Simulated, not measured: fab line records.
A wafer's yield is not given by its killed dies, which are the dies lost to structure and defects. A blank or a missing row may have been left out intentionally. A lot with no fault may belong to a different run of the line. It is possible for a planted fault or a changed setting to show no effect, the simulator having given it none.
Chamber matching / flow n5 finfet / rie diel-03 running N5_SDB_ETCH_25: 4 sister chambers
The step etches SiO2 in C4F6/O2, target depth 10 nm, time 3.3 s. 4 wafers are shown with their chamber, then 10 later ones without.

## WAFERS, EACH WITH ITS CHAMBER
wafer=L080.4; chamber=2; showerhead plenum p Torr (Torr)=3.02
wafer=L090.3; chamber=1; showerhead plenum p Torr (Torr)=2.73
wafer=L091.1; chamber=3; showerhead plenum p Torr (Torr)=2.83
wafer=L091.2; chamber=0; showerhead plenum p Torr (Torr)=2.92

## WAFERS WHOSE CHAMBER IS MISSING
wafer=L091.6; showerhead plenum p Torr (Torr)=2.83
wafer=L092.1; showerhead plenum p Torr (Torr)=2.73
wafer=L092.2; showerhead plenum p Torr (Torr)=3.01
wafer=L092.3; showerhead plenum p Torr (Torr)=2.92
wafer=L093.3; showerhead plenum p Torr (Torr)=2.83
wafer=L093.4; showerhead plenum p Torr (Torr)=2.92
wafer=L093.6; showerhead plenum p Torr (Torr)=2.92
wafer=L094.1; showerhead plenum p Torr (Torr)=2.73
wafer=L094.4; showerhead plenum p Torr (Torr)=2.92
wafer=L094.6; showerhead plenum p Torr (Torr)=2.83

## CHAMBER TAKEN BY EACH
wafer=L091.6; from the rows above=3; in truth=3
wafer=L092.1; from the rows above=1; in truth=1
wafer=L092.2; from the rows above=2; in truth=2
wafer=L092.3; from the rows above=0; in truth=0
wafer=L093.3; from the rows above=3; in truth=3
wafer=L093.4; from the rows above=0; in truth=0
wafer=L093.6; from the rows above=0; in truth=0
wafer=L094.1; from the rows above=1; in truth=1
wafer=L094.4; from the rows above=0; in truth=0
wafer=L094.6; from the rows above=3; in truth=3
Correct placement for 10 of the 10. Can't be placed from these rows: 0. Placed wrongly: 0.
How it was worked out, from the rows above alone: a wafer's distance from a chamber is the root of the sum, over the readings, of the square of ((its reading less the chamber's mean) divided by the reading's scatter). The wafer belongs to the nearest chamber; if the next one is less than 2 further off, it can't be placed. For every chamber, the mean is computed from those of its wafers that are shown. The scatter: with one shown wafer a chamber, the root of the mean of the squares of how far each hidden wafer lies from its nearest shown one.
